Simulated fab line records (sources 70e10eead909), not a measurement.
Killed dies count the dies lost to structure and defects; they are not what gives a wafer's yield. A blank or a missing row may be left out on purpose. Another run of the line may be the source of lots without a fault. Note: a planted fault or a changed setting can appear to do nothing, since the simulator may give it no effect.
Which tool was responsible?    flow nandHarc    12 lots with 36 wafers sampled at 5 steps, on a route of 1159 steps

WHAT THE GAUGES READ, wafer by wafer
NHARC_END_SORT_01. Usual: defectLimitedYield 95.1 %, standard deviation 1.6; killedAtArray 29, standard deviation 11; killedAtOther 0.7, standard deviation 1.1; killedAtPeriphery 2.9, standard deviation 2.2; killedDies 33, standard deviation 11; killedOpen 3.1, standard deviation 1.8; killedShort 1.9, standard deviation 1.4; sort_bin_2_pct 1.6 %, standard deviation 0.64; sort_bin_3_pct 0.26 %, standard deviation 0.18; sort_bin_4_pct 3.1 %, standard deviation 1.1; sortNPass 644, standard deviation 11; sortRimYieldPct 95.7 %, standard deviation 2.8; sortYieldPct 95.1 %, standard deviation 1.6.
lot   measured      on         defectLimitedYield (%)  killedAtArray  killedAtOther  killedAtPeriphery  killedDies  killedOpen  killedShort  sort_bin_2_pct (%)  sort_bin_3_pct (%)  sort_bin_4_pct (%)  sortNPass    sortRimYieldPct (%)  sortYieldPct (%)  flag
L903  day 19 16:32  prober-02  94.8 94.5 94.8          32 35 29       2 0 1          1 2 5              35 37 35    4 2 7       3 1 2        1.0 1.9 1.5         0.59 0.15 0.30      3.5 3.4 3.4         642 640 642  99.1 94.3 94.3       94.8 94.5 94.8    
L907  day 20 01:05  prober-01  98.5 98.2 98.4          8 10 8         2 0 1          0 2 2              10 12 11    2 2 3       2 3 1        0.4 0.1 0.6         0 0.15 0.30         1.0 1.5 0.7         667 665 666  98.1 97.2 99.1       98.5 98.2 98.4    
L911  day 21 09:10  prober-01  95.4 95.7 96.6          29 25 20       1 3 1          1 1 2              31 29 23    5 1 4       2 2 4        1.3 1.0 0.7         0.44 0.30 0.30      2.8 3.0 2.4         646 648 654  94.3 94.3 98.1       95.4 95.7 96.6    
L920  day 23 06:09  prober-02  96.3 95.9 0             20 25 15       2 1 1          3 2 661            25 28 677   1 3 2       5 1 4        1.3 1.5 98.8        0.30 0.15 0.30      2.1 2.5 0.9         652 649 0    95.3 99.1 0          96.3 95.9 0       OFF
L919  day 23 07:44  prober-01  0 93.2 92.0             43 46 51       1 0 0          633 0 3            677 46 54   4 1 4       0 1 2        95.4 1.3 1.8        0.15 0.44 0.59      4.4 5.0 5.6         0 631 623    0 92.5 99.1          0 93.2 92.0       OFF

EACH LOT AND THE TOOL THAT RAN IT (in order: tool; ch and the chambers of the sampled wafers; start)
lot   NHARC_P_M2_CMP_23              NHARC_P_BONDPAD_ETCH_12            NHARC_P_BONDPAD_DEGAS_25     NHARC_P_BONDPAD_PRE_CLEAN_26
L903  cmp-03 ch 0,1,3, day 6 16:20   rieDiel-04 ch 1,2, day 6 18:59     pvdSputter-01, day 6 19:45   pvdSputter-01, day 19 16:32 or earlier
L904  cmp-04 ch 0,1,3, day 6 21:50   rieDiel-04 ch 1,2,3, day 7 00:29   pvdSputter-03, day 7 01:16   pvdSputter-03, no start
L905  cmp-01 ch 0,1,2, day 6 22:41   rieDiel-04 ch 0,1,2, day 7 01:35   pvdSputter-03, day 7 02:20   pvdSputter-03, no start
L907  cmp-04 ch 0,2,3, day 7 06:12   rieDiel-04 ch 0,3, day 7 08:49     pvdSputter-01, day 7 09:35   pvdSputter-01, day 20 01:05 or earlier
L906  cmp-03 ch 0,1, day 7 12:35     rieDiel-04 ch 0,1, day 7 15:13     pvdSputter-03, day 7 15:59   pvdSputter-03, no start
L909  cmp-04 ch 0,1,3, day 7 21:35   rieDiel-04 ch 0,1,2, day 8 00:14   pvdSputter-03, day 8 01:01   pvdSputter-03, no start
L912  cmp-04 ch 1,2, day 8 07:52     rieDiel-04 ch 0,1,3, day 8 10:36   pvdSputter-03, day 8 11:27   pvdSputter-03, no start
L913  cmp-01 ch 1,3, day 8 09:27     rieDiel-04 ch 0,3, day 8 12:10     pvdSputter-03, day 8 12:56   pvdSputter-03, no start
L911  cmp-01 ch 1,2, day 8 10:33     rieDiel-09 ch 0,3, day 8 13:16     pvdSputter-03, day 8 14:04   pvdSputter-03, day 21 09:10 or earlier
L920  cmp-01 ch 1,2,3, day 10 10:11  rieDiel-04 ch 0,1,3, day 10 12:54  pvdSputter-02, day 10 13:40  pvdSputter-02, day 23 06:09 or earlier
L919  cmp-04 ch 2,3, day 10 12:07    rieDiel-04 ch 0,3, day 10 14:38    pvdSputter-02, day 10 15:24  pvdSputter-02, day 23 07:44 or earlier
L924  cmp-03 ch 0,1,3, day 11 10:12  rieDiel-09 ch 0,3, day 11 12:47    pvdSputter-03, day 11 13:36  pvdSputter-03, no start
- NHARC_P_M2_CMP_23: polishes, t overpolish 20 s, target thk 144.3 nm.
- NHARC_P_BONDPAD_ETCH_12: etches the open film in CHF3/O2, target depth 200 nm, time 100 s.
- NHARC_P_BONDPAD_DEGAS_25: time 60 s.
- NHARC_P_BONDPAD_PRE_CLEAN_26: time 30 s.

WHAT THE TOOLS THEMSELVES READ (means of the sampled wafers that have a number; where no wafer has one, the mark that the record gives instead)
NHARC_P_M2_CMP_23. Usual: motorCurrentA 12.2 A, standard deviation 1.1; timeToEndpointS 29.3 s, standard deviation 2.1.
lot   tool    motorCurrentA (A)  timeToEndpointS (s)  flag
L903  cmp-03  12.8               31.4                 
L904  cmp-04  11.1               30.2                 
L905  cmp-01  12.2               30.1                 
L907  cmp-04  11.0               26.2                 
L906  cmp-03  14.3               29.5                 
L909  cmp-04  11.8               25.8                 
L912  cmp-04  10.8               28.8                 
L913  cmp-01  11.3               29.7                 
L911  cmp-01  12.7               29.6                 
L920  cmp-01  12.3               30.2                 
L919  cmp-04  11.7               28.8                 
L924  cmp-03  13.0               29.6                 

NHARC_P_BONDPAD_ETCH_12. Usual: drypumpMotorCurrentA 5.7 A, standard deviation 0.39; oesProductAu 0.943 a.u., standard deviation 0.024; rfVppV 370.3 V, standard deviation 2.4; runLengthS 121.40 s, standard deviation 0.28; showerheadPlenumPTorr 2.39 Torr, standard deviation 0.11; throttleValvePct 20.572 %, standard deviation 0.0088.
lot   tool        drypumpMotorCurrentA (A)  oesProductAu (a.u.)  rfVppV (V)  runLengthS (s)  showerheadPlenumPTorr (Torr)  throttleValvePct (%)  flag
L903  rieDiel-04  5.8                       0.979                370.0       121.45          2.37                          20.570                
L904  rieDiel-04  5.7                       0.973                370.1       121.56          2.36                          20.584                
L905  rieDiel-04  5.9                       0.923                371.8       121.37          2.45                          20.574                
L907  rieDiel-04  6.0                       0.919                370.5       121.17          2.43                          20.574                
L906  rieDiel-04  6.0                       0.977                373.3       121.34          2.52                          20.572                
L909  rieDiel-04  5.9                       0.979                371.5       121.34          2.44                          20.571                
L912  rieDiel-04  5.8                       0.925                371.3       121.45          2.43                          20.570                
L913  rieDiel-04  5.8                       0.919                369.5       121.55          2.35                          20.574                
L911  rieDiel-09  5.6                       0.916                368.2       121.41          2.31                          20.572                
L920  rieDiel-04  5.8                       0.937                370.9       112.42          2.43                          20.567                OFF
L919  rieDiel-04  6.0                       0.982                371.5       112.10          2.43                          20.568                OFF
L924  rieDiel-09  5.6                       0.952                368.4       121.58          2.33                          20.572                

NHARC_P_BONDPAD_DEGAS_25. Usual: heaterPowerW reads 473 W (standard deviation 52).
lot   tool           heaterPowerW (W)  flag
L903  pvdSputter-01  431               
L904  pvdSputter-03  474               
L905  pvdSputter-03  477               
L907  pvdSputter-01  460               
L906  pvdSputter-03  479               
L909  pvdSputter-03  513               
L912  pvdSputter-03  522               
L913  pvdSputter-03  485               
L911  pvdSputter-03  473               
L920  pvdSputter-02  465               
L919  pvdSputter-02  462               
L924  pvdSputter-03  471               

NHARC_P_BONDPAD_PRE_CLEAN_26. Usual: heaterPowerW reads 411 W (standard deviation 48).
lot   tool           heaterPowerW (W)  flag
L903  pvdSputter-01  374               
L904  pvdSputter-03  418               
L905  pvdSputter-03  423               
L907  pvdSputter-01  389               
L906  pvdSputter-03  421               
L909  pvdSputter-03  457               
L912  pvdSputter-03  451               
L913  pvdSputter-03  424               
L911  pvdSputter-03  387               
L920  pvdSputter-02  411               
L919  pvdSputter-02  366               
L924  pvdSputter-03  460               

THE ANSWER, worked out from the rows above alone
Rule: a lot counts as off when the mean over its wafers that have a number is more than 3 standard deviations away from the usual mean. Also off: a lot with no number at a reading for which 4 or more lots have one. The other lots that the step has rows for count as sound. The gauges are gone through in route order, then the tools' own readings, and for those a lot's mean is taken as printed above. The first step at which some lot is off is used, and at that step the reading that is off furthest; a lot without a number counts as furthest.
Off: L920, L919 (NHARC_END_SORT_01, killedAtPeriphery). Neither off nor sound, because the step has no rows for them: L904, L905, L906, L909, L912, L913, L924.
A tool fits if, at a process step before that reading, it ran every lot that is off, and no sound lot after the first of them. The gauges at NHARC_END_SORT_01 aren't tried: what is off there is off at NHARC_P_BONDPAD_ETCH_12 too, on other tools, and a gauge's error can't cause that. NHARC_P_BONDPAD_PRE_CLEAN_26: start missing for some lots; hours and lot order therefore follow NHARC_END_SORT_01. Undecided on this evidence; 2 tools fit (rieDiel-04 at NHARC_P_BONDPAD_ETCH_12, pvdSputter-02 at NHARC_P_BONDPAD_DEGAS_25 and NHARC_P_BONDPAD_PRE_CLEAN_26).

WHAT WAS PUT IN BY THE SIMULATOR
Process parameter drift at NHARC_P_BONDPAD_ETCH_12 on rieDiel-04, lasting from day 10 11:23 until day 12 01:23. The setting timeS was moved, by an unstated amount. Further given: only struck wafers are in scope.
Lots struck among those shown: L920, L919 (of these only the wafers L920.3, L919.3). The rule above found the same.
